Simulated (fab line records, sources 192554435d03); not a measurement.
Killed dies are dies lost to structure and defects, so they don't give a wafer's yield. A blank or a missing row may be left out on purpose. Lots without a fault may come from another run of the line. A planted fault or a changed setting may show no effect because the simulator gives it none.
fab line records | flow n5_finfet
record lots=7 wafers=18 last_day=17
route steps=1938 shown BEOL_M13@1690 BEOL_M15@1830 PASSIVATION@1936
lots that met no fault: from a run of the same line without faults
start_h: hours from the record's first day to the start of the lot's first wafer shown | wait_h: hours since the lot's step before | " the same as in the row above | L1.1+2: a row that stands for several wafers | - no value, or no start given | * or withheld: withheld | < > ~ a bound
route shown NAME@n: a module of which the file shows steps, and the number in the route of the first | usual: mean/standard deviation of fault-free wafers | same: alike in all rows | chamber/n: place in a boat | sites: the reading at each site | _std_site: their standard deviation | _edge_site: outer sites' mean less inner sites' | radius_mm: how far each site lies from the wafer's centre | mask NAME#n: copy n | behind: the tool/chamber that last shaped the wafer | hold: why the lot was held/for how many hours/how that ended | device: the transistor (n, p or np) that didn't switch | end of line: the same wafers' tests at the end of the route | a step without rows: its recipe alone | killed: dies lost to structure and defects at the first sort, not the wafer's yield | map: a wafer's dies, x killed, . not, _ none there
set.NAME: the setting as run; set.NAME@STEP: as run at that earlier step | model.NAME: the simulator's own value behind a step, which no gauge read
steps of the route over a sample of lots; a table a step, a row a wafer
services: from which hour (start_h, from the record's first day; less than 0 if before it) a tool's chamber was out of use, for how many hours, and why
## steps
# step N5_BEOL_M13_OVL_MEAS_29
# recipe points_per_wafer=44
# usual M13_OVL=2/5.5
# same points_per_wafer=44
# columns lot.wafer tool chamber start_h wait_h M13_OVL[nm]
L559.3 overlay-02 0 252.85 0.0 -1
L559.4 " 0 " " 0
L559.6 " 0 " " 2
L564.2 overlay-01 0 282.59 0.0 -10
L564.4 " 0 " " 0
L564.5 " 0 " " -1
L566.1 overlay-02 0 288.92 0.0 -7
L566.5 " 0 " " -11
L566.6 " 0 " " -9
L567.2 overlay-02 0 302.61 0.0 12
L567.4 " 0 " " 2
L567.5 " 0 " " 1
L571.2 overlay-02 0 345.94 0.0 0
L571.6 " 0 " " -5
L576.4 overlay-02 0 364.90 0.0 3
L576.5 " 0 " " 3
L578.2 overlay-01 0 386.30 0.0 3
L578.4 " 0 " " -4
# step N5_BEOL_M13_TRENCH_ETCH_34
# recipe chemistry=C4F8/O2/Ar target=SiOC target_depth_a=4134.7 mask_material=SOC pressure_mtorr=30 source_w=3000 bias_w=700 Ar_flow_sccm=400 C4F8_flow_sccm=15 O2_flow_sccm=8 he_inner_torr=15 he_outer_torr=30 time_s=162.6 ion_energy_ev=250
# usual bias_w=700.0/2 drypump_motor_current_A=5.9/0.33 he_outer_torr=29.99/0.063 oes_product_au=0.81/0.083 rf_vpp_V=665.8/1.6 showerhead_plenum_p_Torr=3.43/0.057 throttle_valve_pct=24.16/0.24
# columns lot.wafer tool chamber start_h wait_h bias_w drypump_motor_current_A he_outer_torr oes_product_au rf_hours_counter_h rf_vpp_V showerhead_plenum_p_Torr throttle_valve_pct
L559.3 rie_diel-02 2 253.31 0.0 701.1 6.3 30.00 0.91 30 667.8 3.48 24.30
L559.4 " 0 " " 701.6 5.5 30.01 0.78 102 665.9 3.44 24.18
L559.6 " 1 " " 699.4 6.4 30.07 0.72 - 664.0 3.39 24.48
L564.2 rie_diel-02 0 283.09 0.0 697.1 5.4 29.99 0.77 112 664.7 3.44 24.20
L564.4 " 3 " " 700.6 5.7 30.05 0.72 178 665.4 3.41 23.97
L564.5 " 3 " " 698.8 5.7 30.08 0.72 - 664.9 3.41 23.99
L566.1 rie_diel-05 1 289.40 0.0 702.6 5.9 30.00 0.84 69 665.7 3.46 23.89
L566.5 " 1 " " 703.3 5.9 29.97 0.84 - 666.9 3.46 23.88
L566.6 " 2 " " 701.6 5.5 29.99 0.79 - 666.7 3.44 24.11
L567.2 rie_diel-05 1 303.07 0.0 703.1 5.9 30.00 0.83 74 667.3 3.46 23.90
L567.4 " 3 " " 700.6 6.0 29.95 0.95 2 666.1 3.50 23.89
L567.5 " 3 " " 697.4 6.0 29.99 0.95 - 667.8 3.50 23.89
L571.2 rie_diel-02 1 346.40 0.0 700.1 6.4 30.03 0.70 225 664.4 3.37 24.52
L571.6 " 2 " " 699.3 6.3 29.97 0.87 - 666.6 3.47 24.35
L576.4 rie_diel-02 0 365.43 0.1 700.8 5.4 30.00 0.75 - 666.8 3.42 24.24
L576.5 " 3 " " 697.2 5.7 29.92 0.70 - 665.5 3.39 24.01
L578.2 rie_diel-02 3 386.76 0.0 698.9 5.7 29.96 0.70 207 662.9 3.39 24.03
L578.4 " 0 " " 698.0 5.5 29.91 0.75 142 664.9 3.42 24.24
# step N5_BEOL_M13_OCD_MEAS_35
# usual trench_depth_nm=415/5.2
# columns lot.wafer tool chamber start_h wait_h trench_depth_nm
L559.3 ocd-01 - 253.49 0.0 423
L559.4 " - " " 418
L559.6 " - " " 420
L564.2 ocd-01 - 283.26 0.0 414
L564.4 " - " " 412
L564.5 " - " " 411
L566.1 ocd-02 - 289.57 0.0 412
L566.5 " - " " 414
L566.6 " - " " 418
L567.2 ocd-01 - 303.25 0.0 412
L567.4 " - " " 414
L567.5 " - " " 414
L571.2 ocd-01 - 346.58 0.0 421
L571.6 " - " " 627
L576.4 ocd-02 - 365.55 0.0 605
L576.5 " - " " 404
L578.2 ocd-01 - 386.93 0.0 411
L578.4 " - " " 610
# step N5_BEOL_M13_STRIP_37
# recipe chemistry=N2/H2 power_w=1000 temp_c=250 h2_frac=0.65 overash_fraction=0.3 pressure_mtorr=withheld n2_flow_sccm=1750 h2_flow_sccm=3250
# usual drypump_motor_current_A=5.7/0.62 h2_flow_sccm=3252/9.9 heater_power_w=345/28 oes_product_au=0.785/0.011 temp_c=250.00/0.19
# same overash_fraction=0.3
# columns lot.wafer tool chamber start_h wait_h drypump_motor_current_A h2_flow_sccm heater_power_w oes_product_au rf_hours_counter_h temp_c
L559.3 plasma_asher-01 0 253.54 0.1 6.1 3246 325 0.782 - 249.79
L559.4 " 1 " " 6.6 3246 323 0.790 - 249.90
L559.6 " 0 " " 6.1 3256 323 0.778 - 249.89
L564.2 plasma_asher-01 1 283.30 0.0 6.6 3260 335 0.783 135 250.00
L564.4 " 1 " " 6.6 3254 333 0.793 - 250.20
L564.5 " 0 " " 6.1 3255 319 0.796 - 250.17
L566.1 plasma_asher-02 0 289.61 0.0 5.8 3246 332 0.808 74 249.96
L566.5 " 0 " " 5.8 3258 327 0.811 - 249.48
L566.6 " 1 " " 4.9 3246 392 0.777 - 250.07
L567.2 plasma_asher-02 1 303.29 0.0 4.9 3260 395 0.786 76 249.61
L567.4 " 0 " " 5.7 3246 323 0.805 - 249.87
L567.5 " 0 " " 5.8 3245 328 0.769 - 250.04
L571.2 plasma_asher-02 1 346.62 0.0 4.9 3234 391 0.801 85 250.12
L571.6 " 0 " " 5.8 3244 322 0.784 - 249.93
L576.4 plasma_asher-02 1 365.60 0.1 4.9 3253 393 0.798 - 249.79
L576.5 " 1 " " 4.9 3253 385 0.794 - 249.91
L578.2 plasma_asher-01 1 386.97 0.0 6.7 3265 334 0.779 156 250.09
L578.4 " 0 " " 6.1 3244 317 0.781 - 249.72
# step N5_BEOL_M13_DEGAS_41
# recipe ambient=vacuum temp_c=250 time_s=60
# usual heater_power_w=338/36
# columns lot.wafer tool chamber start_h wait_h heater_power_w
L559.3 pvd_sputter-02 - 254.58 0.3 316
L559.4 " - " " 391
L559.6 " - " " 349
L564.2 pvd_sputter-02 - 284.44 0.6 356
L564.4 " - " " 404
L564.5 " - " " 358
L566.1 pvd_sputter-03 - 291.47 0.5 281
L566.5 " - " " 311
L566.6 " - " " 324
L567.2 pvd_sputter-03 - 305.78 0.2 314
L567.4 " - " " 318
L567.5 " - " " 339
L571.2 pvd_sputter-02 - 350.12 0.4 408
L571.6 " - " " 406
L576.4 pvd_sputter-02 - 367.89 1.8 348
L576.5 " - " " 354
L578.2 pvd_sputter-03 - 388.50 0.1 277
L578.4 " - " " 333
# step N5_BEOL_M13_THK_MEAS_50
# recipe thk_meas_gauge=xrf reads=Cu_of_BEOL_M13_ECD_47
# usual M13_THK=417/6.5
# columns lot.wafer tool chamber start_h wait_h M13_THK[nm]
L559.3 film_metro-02 - 255.74 - 427
L559.4 " - " " 423
L559.6 " - " " 423
L564.2 film_metro-02 - 285.55 - 413
L564.4 " - " " 414
L564.5 " - " " 414
L566.1 film_metro-02 - 292.75 - 422
L566.5 " - " " 423
L566.6 " - " " 425
L567.2 film_metro-01 - 306.91 - 411
L567.4 " - " " 412
L567.5 " - " " 410
L571.2 film_metro-01 - 351.43 - 417
L571.6 " - " " 616
L576.4 film_metro-02 - 369.15 - 610
L576.5 " - " " 409
L578.2 film_metro-01 - 389.61 - 410
L578.4 " - " " 605
# step N5_BEOL_M13_RS_MEAS_54
# recipe thk_meas_gauge=four-point-probe reads=Cu_of_BEOL_M13_ECD_47+Ta_of_BEOL_M13_SPUTTER_44+TaN_of_BEOL_M13_SPUTTER_43
# usual M13_RS=0.0447/0.00058
# columns lot.wafer tool chamber start_h wait_h M13_RS[ohm/sq]
L559.3 film_metro-01 - 255.88 0.1 0.0439
L559.4 " - " " 0.0443
L559.6 " - " " 0.0441
L564.2 film_metro-01 - 285.68 0.1 0.0448
L564.4 " - " " 0.0449
L564.5 " - " " 0.0452
L566.1 film_metro-02 - 292.88 0.0 0.0450
L566.5 " - " " 0.0448
L566.6 " - " " 0.0444
L567.2 film_metro-01 - 307.03 0.1 0.0449
L567.4 " - " " 0.0448
L567.5 " - " " 0.0448
L571.2 film_metro-01 - 351.56 0.1 0.0441
L571.6 " - " " 0.0294
L576.4 film_metro-02 - 369.28 0.0 0.0305
L576.5 " - " " 0.0460
L578.2 film_metro-01 - 389.77 0.1 0.0452
L578.4 " - " " 0.0303
# step N5_BEOL_M15_RC_MEAS_101
# usual COMB_M10=1.47e-11/2.8e-12 COMB_M11=1.42e-11/2.7e-12 COMB_M12=6.4e-12/1.4e-12 COMB_M14=3.6e-12/8.5e-13 COMB_M15=2.6e-12/6.2e-13 COMB_M5=3.7e-11/7.2e-12 COMB_M6=2.6e-11/6.1e-12 COMB_M7=2.6e-11/5.7e-12 COMB_M7_max_site=3.7e-11/8.4e-12 COMB_M8=2.7e-11/5.1e-12 COMB_M9=1.42e-11/2.7e-12 SERP_M10=3.05/0.061 SERP_M11=3.05/0.063 SERP_M12=0.640/0.011 SERP_M13=0.306/0.0053 SERP_M13_max_site=0.309/0.0056 SERP_M14=0.161/0.0033 SERP_M5=38.8/1.6 SERP_M6=13.7/0.35 SERP_M7=13.6/0.42 SERP_M8=13.8/0.51 SERP_M8_max_site=14.4/0.57 SERP_M9=3.06/0.07 SERP_M9_max_site=3.14/0.08
# columns lot.wafer tool chamber start_h wait_h COMB_M10[S/m] COMB_M11[S/m] COMB_M12[S/m] COMB_M14[S/m] COMB_M15[S/m] COMB_M5[S/m] COMB_M6[S/m] COMB_M7[S/m] COMB_M7_max_site[S/m] COMB_M8[S/m] COMB_M9[S/m] SERP_M10[ohm/um] SERP_M11[ohm/um] SERP_M12[ohm/um] SERP_M13[ohm/um] SERP_M13_max_site[ohm/um] SERP_M14[ohm/um] SERP_M5[ohm/um] SERP_M6[ohm/um] SERP_M7[ohm/um] SERP_M8[ohm/um] SERP_M8_max_site[ohm/um] SERP_M9[ohm/um] SERP_M9_max_site[ohm/um]
L559.3 prober-02 0 267.15 0.3 1.46e-11 1.38e-11 7.1e-12 4.7e-12 2.7e-12 3.7e-11 1.9e-11 3.3e-11 3.8e-11 2.8e-11 1.75e-11 3.07 2.93 0.653 0.298 0.302 0.156 39.9 14.1 13.0 13.5 13.9 3.07 3.28
L559.4 " 0 " " 1.34e-11 1.54e-11 6.4e-12 3.3e-12 2.7e-12 4.8e-11 1.8e-11 3.5e-11 4.4e-11 2.8e-11 1.73e-11 3.14 3.00 0.628 0.300 0.304 0.156 38.3 13.4 13.7 13.3 13.6 3.10 3.16
L559.6 " 0 " " 1.61e-11 1.44e-11 4.5e-12 3.8e-12 2.5e-12 4.6e-11 3e-11 2.6e-11 3.2e-11 3.3e-11 1.38e-11 3.04 2.95 0.653 0.297 0.301 0.158 38.5 13.5 13.3 13.5 13.7 3.16 3.27
L564.2 prober-01 0 298.37 0.2 1.34e-11 1.15e-11 5.4e-12 3e-12 2.2e-12 3.6e-11 2e-11 3.9e-11 6.1e-11 2.5e-11 1.22e-11 2.99 2.93 0.628 0.303 0.308 0.163 36.0 13.5 13.6 13.2 14.1 3.10 3.15
L564.4 " 0 " " 2.01e-11 1.47e-11 4.2e-12 3.3e-12 3.3e-12 4.2e-11 2.2e-11 2.4e-11 3.6e-11 2.3e-11 1.76e-11 3.00 2.94 0.652 0.305 0.306 0.162 37.6 13.6 14.0 13.0 13.5 3.05 3.13
L564.5 " 0 " " 1.47e-11 1.04e-11 5.8e-12 2.4e-12 2.5e-12 3.8e-11 2.5e-11 2.8e-11 4.8e-11 2e-11 1.08e-11 3.01 2.95 0.623 0.308 0.313 0.158 38.1 13.5 13.6 12.8 13.4 3.12 3.26
L566.1 prober-02 0 304.14 0.0 1.37e-11 1.7e-11 8.7e-12 2.8e-12 2.9e-12 2.8e-11 2.6e-11 2e-11 2.5e-11 2.2e-11 1.82e-11 3.04 2.94 0.630 0.304 0.308 0.160 38.6 13.0 14.0 14.2 14.8 2.98 3.02
L566.5 " 0 " " 1.23e-11 1.58e-11 7.7e-12 3.3e-12 3.2e-12 2.5e-11 3.2e-11 2e-11 3e-11 3e-11 1.3e-11 3.13 3.02 0.627 0.307 0.310 0.157 38.2 13.7 13.2 13.8 14.2 3.13 3.20
L566.6 " 0 " " 1.46e-11 1.83e-11 7.9e-12 3.2e-12 2.7e-12 3.6e-11 2.5e-11 2.2e-11 4e-11 1.9e-11 1.33e-11 2.97 2.94 0.636 0.299 0.302 0.159 38.0 13.0 13.7 13.9 14.5 3.08 3.15
L567.2 prober-01 0 324.57 0.2 8.2e-12 9.4e-12 5e-12 2.7e-12 1.8e-12 3.3e-11 3.1e-11 2.9e-11 4.1e-11 2.2e-11 1.63e-11 3.06 2.92 0.647 0.308 0.311 0.165 41.0 13.3 14.2 14.4 14.6 3.14 3.18
L567.4 " 0 " " 1.43e-11 1.98e-11 4.7e-12 3.5e-12 2.1e-12 3.5e-11 4.4e-11 3.1e-11 5.1e-11 2.3e-11 1.74e-11 3.01 3.08 0.630 0.305 0.311 0.161 41.0 14.2 14.3 14.5 15.1 2.96 3.17
L567.5 " 0 " " 1.11e-11 9.8e-12 3.8e-12 3e-12 2.7e-12 2.3e-11 4.2e-11 3.3e-11 5.5e-11 2.7e-11 1.68e-11 3.02 3.06 0.638 0.305 0.309 0.164 39.7 13.8 14.5 15.0 15.2 3.09 3.17
L571.2 prober-02 0 365.32 0.2 1.11e-11 1.35e-11 4.4e-12 3.3e-12 2.5e-12 2.7e-11 2.7e-11 2.1e-11 3.6e-11 3.1e-11 1.64e-11 3.00 2.99 0.645 0.302 0.305 0.168 41.2 13.8 13.7 13.4 13.9 2.89 2.98
L571.6 " 0 " " 1.64e-11 8.8e-12 4.1e-12 3e-12 1.9e-12 3.8e-11 2.5e-11 2.9e-11 4.4e-11 2.3e-11 1.27e-11 3.06 2.99 0.647 0.198 0.201 0.162 37.1 13.1 13.4 13.6 14.1 2.94 3.01
L576.4 prober-01 0 382.64 0.5 1.07e-11 1.47e-11 7.3e-12 3.9e-12 1.3e-12 3.7e-11 2.4e-11 1.9e-11 2.9e-11 2.4e-11 1.59e-11 3.03 3.10 0.642 0.205 0.207 0.157 39.9 13.3 14.0 14.2 14.5 2.97 3.07
L576.5 " 0 " " 1.37e-11 1.68e-11 8.4e-12 1.6e-12 2.5e-12 3.3e-11 2.3e-11 2.5e-11 2.9e-11 3.1e-11 1.61e-11 3.16 3.16 0.641 0.315 0.318 0.159 39.6 12.9 13.6 13.6 14.3 3.04 3.08
L578.2 prober-01 0 404.31 0.2 1.6e-11 2.08e-11 7.9e-12 3.3e-12 1.4e-12 5.2e-11 2.5e-11 2.9e-11 3.8e-11 3.4e-11 1.56e-11 3.04 3.14 0.654 0.315 0.318 0.161 41.3 13.8 13.5 13.4 13.6 3.02 3.08
L578.4 " 0 " " 1.45e-11 1.17e-11 5.8e-12 3.8e-12 1.7e-12 3.1e-11 2.4e-11 3e-11 5e-11 2.3e-11 1.78e-11 2.99 3.12 0.649 0.206 0.207 0.159 40.2 13.7 13.7 13.6 14.8 3.05 3.11
# sites SERP_M13 radius_mm=0,75,75,75,75,140,140,140,140
L559.3 0.298 0.299 0.300 0.302 0.298 0.296 0.300 0.295 0.297
L564.2 0.303 0.303 0.308 0.307 0.303 0.308 0.303 0.303 0.304
L566.1 0.303 0.304 0.308 0.305 0.307 0.302 0.304 0.307 0.304
L567.2 0.307 0.306 0.304 0.308 0.307 0.308 0.308 0.308 0.311
L571.2 0.300 0.305 0.303 0.302 0.305 0.300 0.299 0.304 0.302
L576.4 0.203 0.203 0.205 0.205 0.205 0.203 0.207 0.207 0.207
L578.2 0.318 0.316 0.318 0.315 0.315 0.311 0.309 0.311 0.313
# step N5_PASSIVATION_PROBE_49
# usual defect_limited_yield=91.4/1.6 killed_at_M0_to_M3=34/12 killed_at_M4_up=13/5.2 killed_at_contacts=11/5.5 killed_at_front_end=40/13 killed_at_other=3.4/2.7 killed_dies=102/19 killed_open=66/15 killed_short=33/7.9 sort_bin_5_function=5.1/1.1 sort_bin_6_memory=3.2/0.7 sort_n_pass=1078/19 sort_yield_pct=91.4/1.6
# same gross_dies=1180 killed_at_back_side=0 sort_bin_4_leakage[%]=0 sort_bin_8_speed[%]=0
# columns lot.wafer tool chamber start_h wait_h defect_limited_yield[%] killed_at_M0_to_M3 killed_at_M4_up killed_at_contacts killed_at_front_end killed_at_other killed_dies killed_open killed_short sort_bin_5_function[%] sort_bin_6_memory[%] sort_n_pass sort_yield_pct[%]
L559.3 prober-01 - 281.98 0.1 90.8 32 17 13 40 7 109 73 36 4.9 3.9 1071 90.8
L559.4 prober-01 - 282.03 0.2 90.4 37 18 21 37 0 113 75 37 5.1 4.1 1067 90.4
L559.6 prober-01 - 282.13 0.3 89.9 51 15 20 28 5 119 85 34 6.2 3.7 1061 89.9
L564.2 prober-02 - 311.26 0.1 91.6 27 29 7 32 4 99 65 26 4.9 2.8 1081 91.6
L564.4 prober-02 - 311.36 0.2 90.5 51 14 10 28 9 112 66 43 4.7 4.5 1068 90.5
L564.5 prober-02 - 311.41 0.2 92.5 23 19 13 29 5 89 57 27 4.6 2.8 1091 92.5
L566.1 prober-02 - 321.67 0.0 91.8 36 13 5 36 7 97 60 32 5.3 2.7 1083 91.8
L566.5 prober-02 - 321.87 0.2 93.4 40 6 9 19 4 78 57 19 3.6 2.8 1102 93.4
L566.6 prober-02 - 321.92 0.3 89.8 44 10 13 47 6 120 76 44 6.4 3.6 1060 89.8
L567.2 prober-02 - 341.65 0.1 88.1 60 13 21 40 6 140 85 49 6.5 4.5 1040 88.1
L567.4 prober-02 - 341.75 0.2 86.8 63 22 25 43 3 156 92 58 7.9 4.5 1024 86.8
L567.5 prober-02 - 341.80 0.2 90.8 47 3 20 37 1 108 71 33 5.3 3.4 1072 90.8
L571.2 prober-01 - 381.06 0.1 91.5 39 8 3 50 0 100 60 39 4.7 3.6 1080 91.5
L571.6 prober-01 - 381.26 0.3 90.1 44 12 4 54 3 117 73 42 5.9 3.5 1063 90.1
L576.4 prober-01 - 400.76 0.2 90.4 48 9 8 45 3 113 75 38 5.9 3.3 1067 90.4
L576.5 prober-01 - 400.81 0.2 91.6 43 16 12 26 2 99 66 30 4.8 3.3 1081 91.6
L578.2 prober-01 - 417.71 0.1 91.0 25 16 13 45 7 106 70 35 4.7 4.2 1074 91.0
L578.4 prober-01 - 417.81 0.2 91.8 34 7 7 47 2 97 59 38 4.6 3.3 1083 91.8
# killed by level:class
L559.3 STI_FIN_REVEAL:geometric_particle:open=14 BEOL_M4:geometric_particle:open=10 MOL_CONTACT_COAG:geometric_particle:open=8 BEOL_M2:geometric_particle:open=8 FIN_SAQP:geometric_particle:short=7 BEOL_M0_SAQP:geometric_particle:open=6 BEOL_M0_SAQP:geometric_particle:short=6 MOL_CONTACT_COAG:geometric_particle:short=5
L559.4 MOL_CONTACT_COAG:geometric_particle:open=16 STI_FIN_REVEAL:geometric_particle:open=15 BEOL_M4:geometric_particle:open=10 BEOL_M0_SAQP:geometric_particle:open=9 BEOL_M2:geometric_particle:open=8 BEOL_M0_SAQP:geometric_particle:short=7 STI_FIN_REVEAL:geometric_particle:short=5 MOL_CONTACT_COAG:geometric_particle:short=5
L559.6 MOL_CONTACT_COAG:geometric_particle:open=18 BEOL_M0_SAQP:geometric_particle:open=16 BEOL_M0_SAQP:geometric_particle:short=13 STI_FIN_REVEAL:geometric_particle:open=11 BEOL_M2:geometric_particle:open=9 BEOL_M4:geometric_particle:open=8 BEOL_M3:geometric_particle:open=6 STI_FIN_REVEAL:geometric_particle:short=4
L564.2 BEOL_M4:geometric_particle:open=10 BEOL_M0_SAQP:geometric_particle:open=9 FIN_SAQP:geometric_particle:open=7 MOL_CONTACT_COAG:geometric_particle:open=6 BEOL_M5:geometric_particle:open=6 BEOL_M0_SAQP:geometric_particle:short=5 BEOL_M0:geometric_particle:open=5 DUMMY_GATE:geometric_particle:open=4
L564.4 BEOL_M0_SAQP:geometric_particle:short=24 BEOL_M0_SAQP:geometric_particle:open=18 MOL_CONTACT_COAG:geometric_particle:open=10 BEOL_M4:geometric_particle:open=7 STI_FIN_REVEAL:geometric_particle:open=5 DUMMY_GATE:geometric_particle:open=5 FIN_SAQP:geometric_particle:open=4 GATE_CUT:geometric_particle:short=3
L564.5 MOL_CONTACT_COAG:geometric_particle:open=10 BEOL_M0_SAQP:geometric_particle:open=8 STI_FIN_REVEAL:geometric_particle:open=7 BEOL_M0_SAQP:geometric_particle:short=7 BEOL_M4:geometric_particle:open=6 STARTING-WAFER:geometric_particle:short=6 DUMMY_GATE:geometric_particle:open=4 MOL_CONTACT_COAG:geometric_particle:short=3
L566.1 BEOL_M2:geometric_particle:open=12 FIN_SAQP:geometric_particle:short=6 BEOL_M1:geometric_particle:open=6 STARTING-WAFER:geometric_particle:short=6 FIN_SAQP:geometric_particle:open=5 STI_FIN_REVEAL:geometric_particle:open=5 BEOL_M3:geometric_particle:open=5 MOL_CONTACT_COAG:geometric_particle:open=4
L566.5 BEOL_M0_SAQP:geometric_particle:open=11 BEOL_M0_SAQP:geometric_particle:short=10 BEOL_M1:geometric_particle:open=10 STI_FIN_REVEAL:geometric_particle:open=7 MOL_CONTACT_COAG:geometric_particle:open=7 DUMMY_GATE:geometric_particle:open=4 BEOL_M2:geometric_particle:open=3 FIN_SAQP:geometric_particle:open=2
L566.6 BEOL_M0_SAQP:geometric_particle:open=15 BEOL_M0_SAQP:geometric_particle:short=12 FIN_SAQP:geometric_particle:open=11 MOL_CONTACT_COAG:geometric_particle:open=11 FIN_SAQP:geometric_particle:short=7 STI_FIN_REVEAL:geometric_particle:open=7 ILD0:geometric_particle:short=7 BEOL_M2:geometric_particle:open=6
L567.2 BEOL_M0_SAQP:geometric_particle:open=19 MOL_CONTACT_COAG:geometric_particle:open=16 BEOL_M0_SAQP:geometric_particle:short=16 BEOL_M2:geometric_particle:open=8 BEOL_M3:geometric_particle:open=7 FIN_SAQP:geometric_particle:short=6 FIN_SAQP:geometric_particle:open=5 MOL_CONTACT_COAG:geometric_particle:short=5
L567.4 BEOL_M0_SAQP:geometric_particle:short=22 MOL_CONTACT_COAG:geometric_particle:open=18 BEOL_M4:geometric_particle:open=13 BEOL_M0_SAQP:geometric_particle:open=12 BEOL_M2:geometric_particle:open=12 FIN_SAQP:geometric_particle:short=10 FIN_SAQP:geometric_particle:open=8 GATE_CUT:geometric_particle:short=7
L567.5 MOL_CONTACT_COAG:geometric_particle:open=18 BEOL_M2:geometric_particle:open=17 BEOL_M0_SAQP:geometric_particle:open=10 BEOL_M0_SAQP:geometric_particle:short=10 STI_FIN_REVEAL:geometric_particle:open=6 GATE_CUT:geometric_particle:open=5 FIN_SAQP:geometric_particle:short=4 ILD0:geometric_particle:short=4
L571.2 FIN_SAQP:geometric_particle:open=15 FIN_SAQP:geometric_particle:short=10 BEOL_M2:geometric_particle:open=9 BEOL_M0_SAQP:geometric_particle:open=7 BEOL_M3:geometric_particle:open=7 GATE_CUT:geometric_particle:short=5 BEOL_M0_SAQP:geometric_particle:short=5 STARTING-WAFER:geometric_particle:short=5
L571.6 FIN_SAQP:geometric_particle:open=18 BEOL_M0_SAQP:geometric_particle:short=14 BEOL_M0_SAQP:geometric_particle:open=10 FIN_SAQP:geometric_particle:short=9 STI_FIN_REVEAL:geometric_particle:open=8 DUMMY_GATE:geometric_particle:open=8 BEOL_M1:geometric_particle:open=7 BEOL_M4:geometric_particle:open=5
L576.4 FIN_SAQP:geometric_particle:open=13 BEOL_M2:geometric_particle:open=9 BEOL_M3:geometric_particle:open=9 FIN_SAQP:geometric_particle:short=8 MOL_CONTACT_COAG:geometric_particle:open=8 BEOL_M1:geometric_particle:open=8 GATE_CUT:geometric_particle:short=7 BEOL_M0_SAQP:geometric_particle:short=6
L576.5 BEOL_M1:geometric_particle:open=15 MOL_CONTACT_COAG:geometric_particle:open=11 BEOL_M2:geometric_particle:open=10 STI_FIN_REVEAL:geometric_particle:open=6 FIN_SAQP:geometric_particle:short=5 BEOL_M0_SAQP:geometric_particle:short=4 BEOL_M2:geometric_particle:short=4 STI_FIN_REVEAL:geometric_particle:short=3
L578.2 FIN_SAQP:geometric_particle:short=10 MOL_CONTACT_COAG:geometric_particle:open=10 STI_FIN_REVEAL:geometric_particle:open=7 DUMMY_GATE:geometric_particle:open=7 BEOL_M3:geometric_particle:open=7 BEOL_M1:geometric_particle:open=6 FIN_SAQP:geometric_particle:open=4 BEOL_M0_SAQP:geometric_particle:short=4
L578.4 FIN_SAQP:geometric_particle:short=12 BEOL_M2:geometric_particle:open=10 FIN_SAQP:geometric_particle:open=8 STI_FIN_REVEAL:geometric_particle:open=8 BEOL_M0_SAQP:geometric_particle:short=7 BEOL_M1:geometric_particle:open=7 BEOL_M3:geometric_particle:open=5 MOL_CONTACT_COAG:geometric_particle:open=4
## services
# columns tool chamber start_h hours kind
rie_diel-02 - 275.29 0.6 repair
rie_diel-05 3 281.88 - clean
rie_diel-05 3 281.88 - consumable_replace:focus_ring
rie_diel-05 3 281.88 15.8 scheduled_down
rie_diel-05 3 281.88 15.8 vent_cycle
rie_diel-02 - 303.01 0.5 repair
pvd_sputter-02 - 335.43 2.0 repair
rie_diel-02 2 361.69 4.1 repair
rie_diel-05 - 374.94 0.4 repair
rie_diel-02 3 376.49 1.6 repair
rie_diel-05 - 385.19 14.6 pm
plasma_asher-02 - 385.48 3.1 repair
## key
first_sign step=N5_BEOL_M13_OCD_MEAS_35 reading=trench_depth_nm direction=up sigmas=38 usual=415 struck=614
effect step=N5_BEOL_M13_THK_MEAS_50 reading=M13_THK direction=up sigmas=30 usual=417 struck=610
effect step=N5_BEOL_M13_RS_MEAS_54 reading=M13_RS direction=down sigmas=25 usual=0.0447 struck=0.0301
effect step=N5_BEOL_M15_RC_MEAS_101 reading=SERP_M13 direction=down sigmas=19 usual=0.306 struck=0.203
met_at N5_BEOL_M13_TRENCH_ETCH_34
struck_lots L571,L576,L578
struck_wafers L571.6,L576.4,L578.4
not_acting_at N5_BEOL_M13_OVL_MEAS_29,N5_BEOL_M13_STRIP_37,N5_BEOL_M13_DEGAS_41
onset_between 283.09 346.40
fault kind=process_parameter_drift tool=rie_diel-02 chamber=- onset_h=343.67 steps=N5_BEOL_M13_TRENCH_ETCH_34 channel=time_s offset=* shape=step end_h=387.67 scope=struck_wafers_only acts_in=* stated=*
